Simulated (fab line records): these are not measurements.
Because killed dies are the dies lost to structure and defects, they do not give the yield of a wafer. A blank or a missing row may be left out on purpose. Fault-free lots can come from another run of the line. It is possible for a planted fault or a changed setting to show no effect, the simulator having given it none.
Which tool was responsible? | flow nandHarc | Sampling: 24 lots, 72 wafers, 6 of 1302 route steps

WHAT THE GAUGES SHOWED, per wafer
NHARC_A_SLIT_OVL_MEAS_10.
lot  | measured     | on         | overlayXNm (nm) | overlayYNm (nm)
L075 | day 19 13:01 | overlay-01 | -0.5 0.0 0.2    | 0.2 0.3 0.2
L074 | day 19 15:03 | overlay-02 | -0.6 -1.5 -1.1  | 0.2 0.5 0.7
L076 | day 20 05:37 | overlay-01 | -0.3 0.0 -0.3   | 0.9 0.0 0.0
L078 | day 21 14:32 | overlay-01 | -0.9 -0.3 -1.5  | -1.4 -1.7 -1.2
L077 | day 21 13:50 | overlay-01 | -0.9 -0.9 -1.0  | -0.8 -0.8 -0.6
L079 | day 21 23:10 | overlay-02 | -0.8 -0.4 -0.8  | 0.6 0.3 -0.4
L081 | day 22 17:50 | overlay-01 | 0.3 0.4 -0.4    | 0.3 0.5 0.7
L080 | day 23 06:46 | overlay-01 | 0.1 0.4 0.5     | -0.9 -1.2 -1.3
L082 | day 23 06:55 | overlay-02 | 0.7 0.9 0.4     | 1.0 0.2 0.8
L083 | day 23 12:07 | overlay-02 | 1.3 1.2 1.3     | 0.4 0.2 0.8
L084 | day 23 22:28 | overlay-02 | -0.3 0.3 -0.2   | -0.4 -0.3 -0.2
L087 | day 24 10:53 | overlay-02 | -0.5 -0.5 -0.5  | 1.2 0.3 0.4
L086 | day 24 11:16 | overlay-01 | 1.2 1.3 1.3     | 1.1 0.2 0.5
L085 | day 24 18:45 | overlay-01 | -1.3 -1.4 -1.2  | -0.3 -0.1 0.2
L089 | day 26 07:28 | overlay-02 | 0.1 0.4 0.1     | -0.1 -0.5 0.3
L088 | day 26 11:13 | overlay-02 | 1.2 0.7 0.5     | 0.3 0.5 0.5
L090 | day 26 07:52 | overlay-02 | -0.4 0.7 -0.3   | 0.8 0.4 0.5
L091 | day 26 08:04 | overlay-02 | 0.2 0.0 0.6     | -0.6 -0.7 -0.3
L092 | day 27 14:52 | overlay-02 | -0.2 0.4 0.4    | -0.5 -0.4 -0.4
L094 | day 27 14:42 | overlay-01 | -0.2 -0.6 -1.0  | 0.2 0.2 0.1
L093 | day 28 14:19 | overlay-01 | -0.3 -1.4 -0.6  | 0.0 0.1 -0.2
L095 | day 28 23:07 | overlay-02 | 0.8 1.0 0.8     | -0.3 0.3 0.4
L096 | day 29 01:01 | overlay-01 | 0.1 0.4 0.2     | -0.1 -0.4 0.0
L097 | day 29 08:46 | overlay-02 | 0.0 0.9 -0.4    | -1.0 -0.6 -0.5

NHARC_A_CONTACT_OVL_MEAS_43.
lot  | measured     | on         | overlayXNm (nm) | overlayYNm (nm)
L075 | day 21 02:55 | overlay-01 | 0.0 0.3 -0.2    | 3.0 2.2 2.1
L074 | day 21 10:46 | overlay-02 | 1.7 2.3 1.7     | 1.3 1.4 1.8
L076 | day 22 02:19 | overlay-01 | -0.1 -0.1 -0.1  | 0.5 0.5 0.0
L078 | day 23 02:59 | overlay-02 | 0.4 1.1 1.1     | -0.3 0.0 0.7
L077 | day 23 03:08 | overlay-02 | -0.4 0.0 -0.2   | -0.8 -0.3 -0.4
L079 | day 23 16:58 | overlay-01 | -0.3 -0.7 0.4   | -1.1 -1.3 -1.7
L081 | day 24 07:35 | overlay-02 | -0.2 -0.4 -1.4  | 0.0 -0.4 -0.6
L080 | day 25 01:12 | overlay-01 | -0.6 -0.2 -0.6  | 2.2 3.1 2.6
L082 | day 24 21:26 | overlay-01 | -0.7 -0.3 0.3   | -0.2 -0.9 -0.5
L083 | day 25 06:20 | overlay-02 | -1.7 -1.3 -1.6  | 0.1 -0.5 0.4
L084 | day 25 11:25 | overlay-02 | 1.1 0.3 0.4     | -0.4 -0.5 0.1
L087 | day 25 23:49 | overlay-01 | -0.7 -0.3 -0.9  | -0.4 -0.9 -0.9
L086 | day 26 00:51 | overlay-02 | 0.9 1.1 0.9     | 0.0 0.0 -0.4
L085 | day 26 12:02 | overlay-01 | 1.5 2.3 1.9     | -0.6 -0.5 -0.4
L089 | day 27 20:47 | overlay-02 | 0.7 0.5 0.3     | 0.6 1.3 1.3
L088 | day 28 10:03 | overlay-01 | -0.3 0.2 0.0    | -0.3 -0.4 -0.2
L090 | day 27 21:05 | overlay-01 | 0.6 0.3 0.2     | -0.5 0.2 0.6
L091 | day 28 04:09 | overlay-01 | 1.6 0.6 1.3     | -0.1 -0.4 -0.2
L092 | day 29 07:35 | overlay-01 | 0.5 -0.1 0.5    | -0.4 -1.0 -0.3
L094 | day 29 07:11 | overlay-02 | -0.7 -0.5 0.0   | 0.3 0.5 -0.1
L093 | day 30 07:10 | overlay-01 | 0.4 0.2 0.8     | -0.4 -0.3 -0.3
L095 | day 30 13:19 | overlay-01 | -0.1 -0.1 0.4   | -1.3 -0.8 -1.3
L096 | day 30 11:52 | overlay-01 | -0.4 -0.5 -0.2  | -0.3 -0.2 -0.7
L097 | day 30 23:54 | overlay-01 | -1.0 -0.7 0.0   | -0.3 0.1 -0.1

TOOL THAT RAN EACH LOT (tool first, then ch and the chambers of the sampled wafers, then the start)
lot  | NHARC_A_SGD_CUT_STRIP_17                     | NHARC_A_SLIT_ETCH_29              | NHARC_A_WL_FILL_STRIP_29          | NHARC_A_WL_FILL_ALD_19
L075 | rieDiel-06 ch 0,1,2, day 19 13:01 or earlier | rieDiel-13 ch 1,2,3, day 19 19:35 | rieDiel-12 ch 0,1,3, day 20 14:34 | aldMetal-02 ch 2,3, day 20 20:10
L074 | rieDiel-08 ch 0,2, day 19 15:03 or earlier   | rieDiel-09 ch 0,3, day 19 23:16   | rieDiel-12 ch 1,2, day 20 18:03   | aldMetal-01 ch 2,3, day 20 23:40
L076 | rieDiel-08 ch 0,2,3, day 20 05:37 or earlier | rieDiel-13 ch 0,2,3, day 20 12:32 | rieDiel-12 ch 0,1,2, day 21 11:26 | aldMetal-03 ch 1,2,3, day 21 17:02
L078 | rieDiel-08 ch 1,2,3, day 21 14:32 or earlier | rieDiel-13 ch 2,3, day 21 20:41   | rieDiel-03 ch 0,1,3, day 22 15:01 | aldMetal-03 ch 0,1,3, day 22 20:27
L077 | rieDiel-10 ch 0,1,2, day 21 13:50 or earlier | rieDiel-13 ch 2,3, day 21 19:46   | rieDiel-12 ch 0,1, day 22 14:57   | aldMetal-01 ch 0,1,2, day 22 20:29
L079 | rieDiel-10 ch 2,3, day 21 23:10 or earlier   | rieDiel-09 ch 0,1,2, day 22 05:20 | rieDiel-12 ch 0,1,3, day 23 03:21 | aldMetal-01 ch 0,1,2, day 23 09:00
L081 | rieDiel-08 ch 1,2,3, day 22 17:50 or earlier | rieDiel-02 ch 0,1,3, day 22 23:47 | rieDiel-12 ch 0,1,2, day 23 18:20 | aldMetal-02 ch 0,2,3, day 23 23:56
L080 | rieDiel-08 ch 1,2, day 23 06:46 or earlier   | rieDiel-09 ch 1,2,3, day 23 16:29 | rieDiel-07 ch 0,1,2, day 24 13:03 | aldMetal-01 ch 1,2,3, day 24 18:39
L082 | rieDiel-10 ch 1,3, day 23 06:55 or earlier   | rieDiel-13 ch 0,1, day 23 12:50   | rieDiel-12 ch 0,1, day 24 07:32   | aldMetal-02 ch 0,2,3, day 24 13:02
L083 | rieDiel-08 ch 1,3, day 23 12:07 or earlier   | rieDiel-02 ch 0,1, day 23 20:50   | rieDiel-07 ch 0,1,3, day 24 16:05 | aldMetal-02 ch 1,2, day 24 21:42
L084 | rieDiel-06 ch 0,1,2, day 23 22:28 or earlier | rieDiel-13 ch 0,2, day 24 04:38   | rieDiel-03 ch 0,2, day 24 23:05   | aldMetal-03 ch 1,2, day 25 04:35
L087 | rieDiel-10 ch 0,1,2, day 24 10:53 or earlier | rieDiel-02 ch 0,1, day 24 16:43   | rieDiel-12 ch 0,1,3, day 25 11:34 | aldMetal-02 ch 0,2, day 25 17:11
L086 | rieDiel-06 ch 0,1,2, day 24 11:16 or earlier | rieDiel-09 ch 1,3, day 24 17:28   | rieDiel-07 ch 0,2, day 25 11:40   | aldMetal-03 ch 0,3, day 25 17:10
L085 | rieDiel-10 ch 1,2,3, day 24 18:45 or earlier | rieDiel-09 ch 0,1,2, day 25 00:40 | rieDiel-03 ch 0,2,3, day 25 20:26 | aldMetal-01 ch 0,1,3, day 26 01:55
L089 | rieDiel-10 ch 0,1,3, day 26 07:28 or earlier | rieDiel-13 ch 0,3, day 26 13:25   | rieDiel-03 ch 0,1,2, day 27 08:29 | aldMetal-03 ch 1,3, day 27 14:13
L088 | rieDiel-06 ch 0,2, day 26 11:13 or earlier   | rieDiel-09 ch 0,2,3, day 26 17:46 | rieDiel-12 ch 0,1,2, day 27 20:52 | aldMetal-01 ch 0,1,3, day 28 02:23
L090 | rieDiel-08 ch 1,2,3, day 26 07:52 or earlier | rieDiel-09 ch 0,1,3, day 26 13:58 | rieDiel-07 ch 0,1,2, day 27 08:57 | aldMetal-02 ch 0,1,3, day 27 14:11
L091 | rieDiel-06 ch 0,1,2, day 26 08:04 or earlier | rieDiel-02 ch 1,2,3, day 26 17:10 | rieDiel-12 ch 0,2,3, day 27 16:07 | aldMetal-02 ch 1,2,3, day 27 21:37
L092 | rieDiel-10 ch 0,1, day 27 14:52 or earlier   | rieDiel-02 ch 1,2, day 27 21:31   | rieDiel-03 ch 0,3, day 28 15:37   | aldMetal-03 ch 1,2,3, day 28 21:11
L094 | rieDiel-08 ch 0,1,2, day 27 14:42 or earlier | rieDiel-09 ch 0,2, day 27 20:52   | rieDiel-07 ch 0,1,2, day 28 15:35 | aldMetal-01 ch 0,1, day 28 21:10
L093 | rieDiel-06 ch 2,3, day 28 14:19 or earlier   | rieDiel-02 ch 2,3, day 28 20:55   | rieDiel-12 ch 0,2, day 29 18:20   | aldMetal-03 ch 1,2, day 29 23:58
L095 | rieDiel-08 ch 2,3, day 28 23:07 or earlier   | rieDiel-13 ch 0,1,3, day 29 04:57 | rieDiel-07 ch 1,2, day 29 23:31   | aldMetal-01 ch 0,3, day 30 05:07
L096 | rieDiel-06 ch 0,1,3, day 29 01:01 or earlier | rieDiel-02 ch 0,1,2, day 29 06:55 | rieDiel-03 ch 0,1, day 29 23:28   | aldMetal-02 ch 0,2,3, day 30 05:08
L097 | rieDiel-10 ch 0,3, day 29 08:46 or earlier   | rieDiel-09 ch 1,2,3, day 29 14:38 | rieDiel-12 ch 1,3, day 30 11:47   | aldMetal-02 ch 0,1,2, day 30 17:20
- NHARC_A_SGD_CUT_STRIP_17: strips in O2.
- NHARC_A_SLIT_ETCH_29: etches the open film in CF4/O2, target depth 100 nm, overetch 10 nm, time 55 s.
- NHARC_A_WL_FILL_STRIP_29: strips in O2, time 20 s.
- NHARC_A_WL_FILL_ALD_19: deposits TiN, target thk 2 nm, pulse time 3 s, ald cycles 100.

WHAT THE TOOLS THEMSELVES READ (means of the sampled wafers that have a number; where no wafer has one, the mark that the record gives instead)
NHARC_A_SGD_CUT_STRIP_17.
lot  | tool       | drypumpMotorCurrentA (A) | mfcArSccm (sccm) | oesProductAu (a.u.) | rfVppV (V) | showerheadPlenumPTorr (Torr) | throttleValvePct (%)
L075 | rieDiel-06 | 5.9                      | 0.000            | 0.987               | 58.5       | 3.59                         | 17.040
L074 | rieDiel-08 | 5.6                      | 0.000            | 1.006               | 57.4       | 3.43                         | 17.032
L076 | rieDiel-08 | 5.8                      | 0.007            | 1.008               | 57.2       | 3.52                         | 17.039
L078 | rieDiel-08 | 6.0                      | 0.007            | 1.002               | 58.8       | 3.55                         | 17.035
L077 | rieDiel-10 | 5.8                      | 0.005            | 1.007               | 58.0       | 3.54                         | 17.038
L079 | rieDiel-10 | 6.0                      | 0.001            | 0.999               | 58.1       | 3.41                         | 17.043
L081 | rieDiel-08 | 6.1                      | 0.007            | 0.994               | 57.4       | 3.55                         | 17.034
L080 | rieDiel-08 | 6.0                      | 0.000            | 1.002               | 57.2       | 3.43                         | 17.031
L082 | rieDiel-10 | 6.0                      | 0.004            | 1.018               | 57.5       | 3.60                         | 17.031
L083 | rieDiel-08 | 6.3                      | 0.014            | 0.998               | 58.5       | 3.64                         | 17.033
L084 | rieDiel-06 | 6.0                      | 0.000            | 1.009               | 57.2       | 3.59                         | 17.034
L087 | rieDiel-10 | 5.9                      | 0.005            | 1.002               | 56.9       | 3.54                         | 17.033
L086 | rieDiel-06 | 6.1                      | 0.000            | 1.002               | 58.4       | 3.59                         | 17.035
L085 | rieDiel-10 | 6.0                      | 0.003            | 1.007               | 58.0       | 3.50                         | 17.040
L089 | rieDiel-10 | 5.8                      | 0.005            | 1.017               | 57.0       | 3.64                         | 17.040
L088 | rieDiel-06 | 6.3                      | 0.000            | 1.000               | 57.5       | 3.54                         | 17.027
L090 | rieDiel-08 | 6.0                      | 0.007            | 0.995               | 56.6       | 3.54                         | 17.029
L091 | rieDiel-06 | 6.0                      | 0.000            | 1.009               | 58.3       | 3.59                         | 17.040
L092 | rieDiel-10 | 6.0                      | 0.007            | 1.006               | 58.6       | 3.63                         | 17.032
L094 | rieDiel-08 | 5.8                      | 0.000            | 1.005               | 57.7       | 3.39                         | 17.042
L093 | rieDiel-06 | 6.3                      | 0.014            | 1.001               | 58.2       | 3.59                         | 17.042
L095 | rieDiel-08 | 6.1                      | 0.014            | 0.997               | 57.6       | 3.66                         | 17.030
L096 | rieDiel-06 | 5.8                      | 0.007            | 0.998               | 58.1       | 3.63                         | 17.037
L097 | rieDiel-10 | 5.5                      | 0.005            | 1.005               | 58.0       | 3.68                         | 17.044

NHARC_A_SLIT_ETCH_29.
lot  | tool       | drypumpMotorCurrentA (A) | mfcArSccm (sccm) | oesProductAu (a.u.) | rfVppV (V) | showerheadPlenumPTorr (Torr) | throttleValvePct (%)
L075 | rieDiel-13 | 5.4                      | 0.000            | 0.989               | 198.6      | 1.38                         | 13.395
L074 | rieDiel-09 | 6.3                      | 0.011            | 1.003               | 196.7      | 1.29                         | 13.392
L076 | rieDiel-13 | 5.6                      | 0.000            | 0.989               | 198.1      | 1.35                         | 13.394
L078 | rieDiel-13 | 5.4                      | 0.000            | 0.987               | 199.5      | 1.38                         | 13.409
L077 | rieDiel-13 | 5.2                      | 0.000            | 0.991               | 198.3      | 1.38                         | 13.396
L079 | rieDiel-09 | 6.3                      | 0.000            | 1.005               | 197.4      | 1.33                         | 13.400
L081 | rieDiel-02 | 5.7                      | 0.000            | 1.003               | 196.8      | 1.28                         | 13.402
L080 | rieDiel-09 | 6.2                      | 0.006            | 1.003               | 198.0      | 1.34                         | 13.396
L082 | rieDiel-13 | 5.9                      | 0.000            | 0.990               | 196.7      | 1.33                         | 13.404
L083 | rieDiel-02 | 6.0                      | 0.000            | 0.993               | 196.4      | 1.28                         | 13.403
L084 | rieDiel-13 | 5.9                      | 0.000            | 0.988               | 197.9      | 1.33                         | 13.392
L087 | rieDiel-02 | 6.0                      | 0.000            | 0.997               | 197.9      | 1.28                         | 13.389
L086 | rieDiel-09 | 6.2                      | 0.006            | 1.014               | 198.5      | 1.34                         | 13.399
L085 | rieDiel-09 | 6.2                      | 0.000            | 1.002               | 198.0      | 1.33                         | 13.390
L089 | rieDiel-13 | 5.4                      | 0.000            | 0.999               | 197.1      | 1.35                         | 13.392
L088 | rieDiel-09 | 6.2                      | 0.006            | 1.006               | 196.9      | 1.30                         | 13.404
L090 | rieDiel-09 | 6.3                      | 0.006            | 0.996               | 197.3      | 1.31                         | 13.393
L091 | rieDiel-02 | 5.5                      | 0.000            | 1.007               | 198.5      | 1.33                         | 13.396
L092 | rieDiel-02 | 5.3                      | 0.000            | 0.996               | 198.3      | 1.33                         | 13.393
L094 | rieDiel-09 | 6.2                      | 0.000            | 1.002               | 197.1      | 1.30                         | 13.391
L093 | rieDiel-02 | 5.9                      | 0.000            | 0.994               | 198.4      | 1.37                         | 13.399
L095 | rieDiel-13 | 5.6                      | 0.000            | 0.987               | 197.5      | 1.35                         | 13.393
L096 | rieDiel-02 | 5.9                      | 0.000            | 0.998               | 197.8      | 1.33                         | 13.401
L097 | rieDiel-09 | 6.2                      | 0.006            | 1.004               | 198.1      | 1.34                         | 13.399

NHARC_A_WL_FILL_STRIP_29.
lot  | tool       | drypumpMotorCurrentA (A) | mfcArSccm (sccm) | oesProductAu (a.u.) | rfVppV (V) | showerheadPlenumPTorr (Torr) | throttleValvePct (%)
L075 | rieDiel-12 | 6.0                      | 0.002            | 0.994               | 58.4       | 3.65                         | 17.042
L074 | rieDiel-12 | 6.2                      | 0.012            | 1.003               | 57.3       | 3.71                         | 17.035
L076 | rieDiel-12 | 6.1                      | 0.011            | 0.990               | 57.8       | 3.69                         | 17.029
L078 | rieDiel-03 | 5.6                      | 0.001            | 0.998               | 57.6       | 3.44                         | 17.043
L077 | rieDiel-12 | 6.3                      | 0.003            | 1.001               | 58.6       | 3.72                         | 17.040
L079 | rieDiel-12 | 5.9                      | 0.002            | 1.001               | 58.3       | 3.65                         | 17.029
L081 | rieDiel-12 | 6.1                      | 0.011            | 1.004               | 57.7       | 3.69                         | 17.045
L080 | rieDiel-07 | 6.0                      | 0.003            | 0.999               | 57.3       | 3.56                         | 17.043
L082 | rieDiel-12 | 6.3                      | 0.004            | 0.998               | 58.4       | 3.74                         | 17.049
L083 | rieDiel-07 | 6.0                      | 0.007            | 1.000               | 56.8       | 3.48                         | 17.035
L084 | rieDiel-03 | 5.7                      | 0.000            | 1.001               | 58.2       | 3.46                         | 17.047
L087 | rieDiel-12 | 6.0                      | 0.002            | 1.001               | 58.6       | 3.65                         | 17.034
L086 | rieDiel-07 | 5.8                      | 0.003            | 1.006               | 57.4       | 3.52                         | 17.040
L085 | rieDiel-03 | 5.8                      | 0.000            | 1.002               | 57.6       | 3.42                         | 17.026
L089 | rieDiel-03 | 5.8                      | 0.001            | 0.999               | 56.6       | 3.50                         | 17.043
L088 | rieDiel-12 | 6.1                      | 0.011            | 0.994               | 59.1       | 3.69                         | 17.036
L090 | rieDiel-07 | 6.1                      | 0.003            | 1.002               | 57.4       | 3.55                         | 17.041
L091 | rieDiel-12 | 5.7                      | 0.010            | 0.999               | 58.4       | 3.59                         | 17.028
L092 | rieDiel-03 | 5.4                      | 0.000            | 1.013               | 57.5       | 3.39                         | 17.033
L094 | rieDiel-07 | 6.0                      | 0.003            | 1.005               | 57.9       | 3.55                         | 17.041
L093 | rieDiel-12 | 6.0                      | 0.010            | 0.994               | 57.4       | 3.67                         | 17.044
L095 | rieDiel-07 | 6.2                      | 0.007            | 1.003               | 58.5       | 3.67                         | 17.033
L096 | rieDiel-03 | 5.5                      | 0.001            | 1.002               | 57.7       | 3.47                         | 17.030
L097 | rieDiel-12 | 6.0                      | 0.003            | 0.997               | 58.5       | 3.66                         | 17.044

NHARC_A_WL_FILL_ALD_19.
lot  | tool        | heaterPowerW (W) | precursorPulseHeightRel
L075 | aldMetal-02 | 1142             | 0.995
L074 | aldMetal-01 | 1115             | 0.998
L076 | aldMetal-03 | 1146             | 0.990
L078 | aldMetal-03 | 1066             | 1.000
L077 | aldMetal-01 | 1019             | 1.010
L079 | aldMetal-01 | 1004             | 0.991
L081 | aldMetal-02 | 1065             | 1.012
L080 | aldMetal-01 | 1119             | 1.005
L082 | aldMetal-02 | 1083             | 0.995
L083 | aldMetal-02 | 1103             | 0.996
L084 | aldMetal-03 | 1145             | 0.997
L087 | aldMetal-02 | 992              | 0.995
L086 | aldMetal-03 | 952              | 1.010
L085 | aldMetal-01 | 1048             | 1.006
L089 | aldMetal-03 | 1154             | 0.998
L088 | aldMetal-01 | 1055             | 1.014
L090 | aldMetal-02 | 1049             | 1.001
L091 | aldMetal-02 | 1107             | 0.999
L092 | aldMetal-03 | 1135             | 1.011
L094 | aldMetal-01 | 963              | 0.992
L093 | aldMetal-03 | 1152             | 0.999
L095 | aldMetal-01 | 979              | 1.000
L096 | aldMetal-02 | 1078             | 0.997
L097 | aldMetal-02 | 1037             | 1.001

THE ANSWER, worked out from the rows above alone
Rule: what is usual is taken from the lots themselves. Put in order of their means at a reading, lots are off if they are a third of the lots or fewer, leave a main group of 4 or more, and stand apart from it by a gap of 3 or more times the standard deviation of the main group's means; of several such gaps the widest counts. Not used: any main group whose means are identical at the precision the tables above print for the reading. Also off: a lot with no number at a reading for which 4 or more lots have one. All remaining lots with rows at the step are treated as sound. The gauges are gone through in route order, then the tools' own readings, and for those a lot's mean is taken as printed above. At the first step where some lot is off, the reading lying furthest off is the one used; lots without a number count as furthest.
None of the lots is off at any reading shown; this tells nothing.

WHAT THE SIMULATOR HAD PUT IN
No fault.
